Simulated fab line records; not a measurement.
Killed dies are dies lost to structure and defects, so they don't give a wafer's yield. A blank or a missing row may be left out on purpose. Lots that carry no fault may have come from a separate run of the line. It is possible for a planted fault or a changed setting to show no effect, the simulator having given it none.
Split-lot experiment / flow n5Finfet / 21 wafers read across 7 lots, on a route 1938 steps long

THE SPLIT ITSELF
At N5_BEOL_M9_TRENCH_ETCH_37 (etches SiCOH lowk in C4F6/O2, target depth 151.43 nm, time 49 s), the setting biasW was moved away from the recipe's 185 W on 5 of the 21 wafers read, by +11.5% to +14.9%. All remaining wafers had this setting at the recipe value.

The reading comes from the split's own step.

THE READING
rfVppV, in V, at N5_BEOL_M9_TRENCH_ETCH_37 (etches SiCOH lowk in C4F6/O2, target depth 151.43 nm, time 49 s). On this fab line, fault-free wafers typically give 665 V with a standard deviation of 7 V.

wafer=L074.2; tool, chamber at the split=rieDiel-06, 1; biasW as run, W=185; against the recipe=recipe; rfVppV, V=670; against lot-mates on the recipe=-
wafer=L074.4; tool, chamber at the split=rieDiel-06, 0; biasW as run, W=185; against the recipe=recipe; rfVppV, V=658; against lot-mates on the recipe=-
wafer=L074.6; tool, chamber at the split=rieDiel-06, 2; biasW as run, W=185; against the recipe=recipe; rfVppV, V=665; against lot-mates on the recipe=-
wafer=L075.2; tool, chamber at the split=rieDiel-03, 2; biasW as run, W=185; against the recipe=recipe; rfVppV, V=670; against lot-mates on the recipe=-
wafer=L075.5; tool, chamber at the split=rieDiel-03, 3; biasW as run, W=212.6; against the recipe=+14.9%; rfVppV, V=733; against lot-mates on the recipe=+63
wafer=L075.6; tool, chamber at the split=rieDiel-03, 0; biasW as run, W=212.6; against the recipe=+14.9%; rfVppV, V=736; against lot-mates on the recipe=+66
wafer=L080.1; tool, chamber at the split=rieDiel-06, 2; biasW as run, W=185; against the recipe=recipe; rfVppV, V=665; against lot-mates on the recipe=-
wafer=L080.4; tool, chamber at the split=rieDiel-06, 1; biasW as run, W=185; against the recipe=recipe; rfVppV, V=671; against lot-mates on the recipe=-
wafer=L080.5; tool, chamber at the split=rieDiel-06, 0; biasW as run, W=185; against the recipe=recipe; rfVppV, V=659; against lot-mates on the recipe=-
wafer=L086.2; tool, chamber at the split=rieDiel-05, 1; biasW as run, W=185; against the recipe=recipe; rfVppV, V=671; against lot-mates on the recipe=-
wafer=L086.4; tool, chamber at the split=rieDiel-05, 2; biasW as run, W=185; against the recipe=recipe; rfVppV, V=662; against lot-mates on the recipe=-
wafer=L086.5; tool, chamber at the split=rieDiel-05, 0; biasW as run, W=206.2; against the recipe=+11.5%; rfVppV, V=718; against lot-mates on the recipe=+52
wafer=L087.1; tool, chamber at the split=rieDiel-03, 0; biasW as run, W=185; against the recipe=recipe; rfVppV, V=659; against lot-mates on the recipe=-
wafer=L087.2; tool, chamber at the split=rieDiel-03, 3; biasW as run, W=185; against the recipe=recipe; rfVppV, V=656; against lot-mates on the recipe=-
wafer=L087.6; tool, chamber at the split=rieDiel-03, 3; biasW as run, W=185; against the recipe=recipe; rfVppV, V=654; against lot-mates on the recipe=-
wafer=L095.1; tool, chamber at the split=rieDiel-05, 1; biasW as run, W=185; against the recipe=recipe; rfVppV, V=670; against lot-mates on the recipe=-
wafer=L095.2; tool, chamber at the split=rieDiel-05, 2; biasW as run, W=185; against the recipe=recipe; rfVppV, V=662; against lot-mates on the recipe=-
wafer=L095.4; tool, chamber at the split=rieDiel-05, 0; biasW as run, W=185; against the recipe=recipe; rfVppV, V=656; against lot-mates on the recipe=-
wafer=L096.1; tool, chamber at the split=rieDiel-06, 1; biasW as run, W=211.6; against the recipe=+14.4%; rfVppV, V=743; against lot-mates on the recipe=+78
wafer=L096.2; tool, chamber at the split=rieDiel-06, 2; biasW as run, W=185; against the recipe=recipe; rfVppV, V=665; against lot-mates on the recipe=-
wafer=L096.4; tool, chamber at the split=rieDiel-06, 3; biasW as run, W=211.6; against the recipe=+14.4%; rfVppV, V=735; against lot-mates on the recipe=+70

FIT RESULTS
A straight line over all 21 wafers: rfVppV changes by +4.98 V for each +1% of biasW; r = +0.98; the points scatter about the line by 5.7 V.
The same after taking each lot's own level away (the mean of its wafers on the recipe; 21 wafers): +4.69 V for each +1%; r = +0.99; scatter 5 V.
According to that fit, moving biasW by its largest amount changes the reading by 70 V.
From 656.3 to 670.0 V: that is the span of the lots' own levels, equal to 2.0 times the standard deviation above.
The two slopes agree, so the slope changes little with the lot-to-lot level.
Check: for one of the wafers moved furthest among these (+14.9%), held out of the fit, the line's prediction against its lot-mates is +72 V. It came out at +63 V against them.
Tool readings at the split's step, against how far the setting was moved: rfVppV r = +0.98.

ADDITIONAL SPLITS CARRIED BY THESE WAFERS
Before the reading, these wafers also passed through other splits. Each is held against what the fit with the lots' levels taken away leaves over:
other split on the same wafers=N5_BEOL_M9_ILD_DEP_00 timeS; wafers away from the commonest value=4; r with rfVppV (lot level and that fit taken away)=+0.32
other split on the same wafers=N5_BEOL_M9_ETCH_65 biasW; wafers away from the commonest value=5; r with rfVppV (lot level and that fit taken away)=+0.33

FILE'S OWN FIT
rfVppV changes by +4.7 V for each +1% of biasW, r = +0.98.
